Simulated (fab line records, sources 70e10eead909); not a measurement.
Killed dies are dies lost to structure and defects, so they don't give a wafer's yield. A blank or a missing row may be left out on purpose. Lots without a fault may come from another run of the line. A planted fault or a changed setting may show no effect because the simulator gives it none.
A struck lot beside a sound one | flow nand_harc | 16 steps out of a route of 1302
Sound: wafers L772.3, L772.4, L772.5. Struck: wafers L779.2, L779.3, L779.5. The cause comes at the end.
At each step with rows: each side's tool, then ch and its chambers, then its first start. Under that, the readings that differ: sound wafers | struck wafers | difference of the means | sigmas: that difference in standard deviations of wafers without a fault.
alike: readings whose means differ by less than 2 such deviations, and words and numbers that are the same on both sides. not compared: withheld readings, readings that some wafer has no value for, bounds like >300 that may hide the same value, and numbers for which the record gives no deviation and whose values overlap.
The two part at a step that has a row with sigmas, a row that says differs or no value, or rows on one side only. Numbers that don't overlap but have no deviation are shown without sigmas and don't part them. A reading that every wafer of one side lacks parts them only if that side has two wafers or more.

NHARC_A_CHANNEL_HOLE_D2_ETCH_44: etches the open film in CF4/O2, target depth 140 nm, overetch 14 nm, time 77 s.
  sound on rie_diel-01 ch 1,2,3, day 15 03:28; struck on rie_diel-01 ch 1,2,3, day 18 22:20
  alike: cf4_flow_sccm, drypump_motor_current_A, o2_flow_sccm, oes_product_au, rf_vpp_V, showerhead_plenum_p_Torr, throttle_valve_pct
  not compared: rf_hours_counter_h
NHARC_A_CHANNEL_HOLE_D2_STRIP_28: strips in O2.
  sound on rie_diel-01 ch 1,2,3; struck on rie_diel-01 ch 1,2
  alike: drypump_motor_current_A, o2_flow_sccm, oes_product_au, rf_vpp_V, showerhead_plenum_p_Torr, throttle_valve_pct
  not compared: rf_hours_counter_h
then, 2 steps without rows for these wafers: NHARC_A_CHANNEL_HOLE_D2_PRECLEAN_29 (cleans in SC1); NHARC_A_CHANNEL_HOLE_D2_SRD_30.
NHARC_A_CHANNEL_HOLE_D2_CD_MEAS_31:
  sound on cd_sem-01, day 15 04:16; struck on cd_sem-02, day 18 23:07
  alike: cd_nm
NHARC_A_CHANNEL_HOLE_D2_XSEM_32:
  sound on xsem-01 ch 0, day 15 04:20; struck on xsem-02 ch 0, day 18 23:13
  alike: bot_cd_nm, bow_nm, tilt_deg
NHARC_A_CHANNEL_HOLE_D2_INSPECT_40:
  sound on defect_inspect-01, day 15 04:26; struck on defect_inspect-02, day 18 23:19
  alike: raw_defect_count
then, 2 steps without rows for these wafers: NHARC_A_CHANNEL_FILL_D2_PRECLEAN_00 (cleans in SC1); NHARC_A_CHANNEL_FILL_D2_SRD_01.
NHARC_A_CHANNEL_FILL_D2_ALD_02: deposits SiO2, target thk 6 nm, pulse time 10 s, ald cycles 60.
  sound on ald_hk-03 ch 1,2,3, day 15 04:46; struck on ald_hk-01 ch 0,2,3, day 18 23:39
  reading                    | sound             | struck            | difference | sigmas
  precursor_pulse_height_rel | 0.958 0.976 0.989 | 1.018 1.013 1.016 | +0.041     | +2
  alike: ald_cycles, heater_power_w
  not compared: since_wet_clean_h
then, 1 step without rows for these wafers: NHARC_A_CHANNEL_FILL_D2_ALD_03 (deposits SiNx, target thk 6 nm, pulse time 60 s, ald cycles 58).
NHARC_A_CHANNEL_FILL_D2_ALD_14: deposits SiO2, target thk 2.5 nm, pulse time 10 s, ald cycles 25.
  sound on ald_hk-02 ch 0,1, day 15 11:42; struck on ald_hk-02 ch 0,1,2, day 19 06:32
  alike: ald_cycles, heater_power_w, precursor_pulse_height_rel
  not compared: since_wet_clean_h
NHARC_A_CHANNEL_FILL_D2_ALD_15: deposits SiNx, target thk 2 nm, pulse time 60 s, ald cycles 19.
  sound on ald_sin_batch-02 ch 0, day 15 14:49; struck on ald_sin_batch-01 ch 0, day 19 09:37
  reading    | sound    | struck   | difference | sigmas
  ald_cycles | 19 19 19 | 21 21 21 | +2         |
  alike: precursor_pulse_height_rel
NHARC_A_CHANNEL_FILL_D2_ALD_16: deposits SiO2, target thk 1.5 nm, pulse time 10 s, ald cycles 15.
  sound on ald_hk-03 ch 0,3, day 15 16:55; struck on ald_hk-01 ch 2,3, day 19 15:15
  reading            | sound       | struck      | difference | sigmas
  heater_power_w (W) | 532 494 493 | 374 409 408 | -109       | -2
  alike: precursor_pulse_height_rel
  not compared: since_wet_clean_h
then, 1 step without rows for these wafers: NHARC_A_CHANNEL_FILL_D2_ANNEAL_17 (time 1800 s).
NHARC_END_SORT_01:
  the record has rows for the sound wafers here (prober-02 ch 0, day 26 06:41) and none for the struck ones

WHERE THEY PART
First at NHARC_A_CHANNEL_FILL_D2_ALD_02; last, within this record, at NHARC_END_SORT_01.

WHY: what the simulator had put in
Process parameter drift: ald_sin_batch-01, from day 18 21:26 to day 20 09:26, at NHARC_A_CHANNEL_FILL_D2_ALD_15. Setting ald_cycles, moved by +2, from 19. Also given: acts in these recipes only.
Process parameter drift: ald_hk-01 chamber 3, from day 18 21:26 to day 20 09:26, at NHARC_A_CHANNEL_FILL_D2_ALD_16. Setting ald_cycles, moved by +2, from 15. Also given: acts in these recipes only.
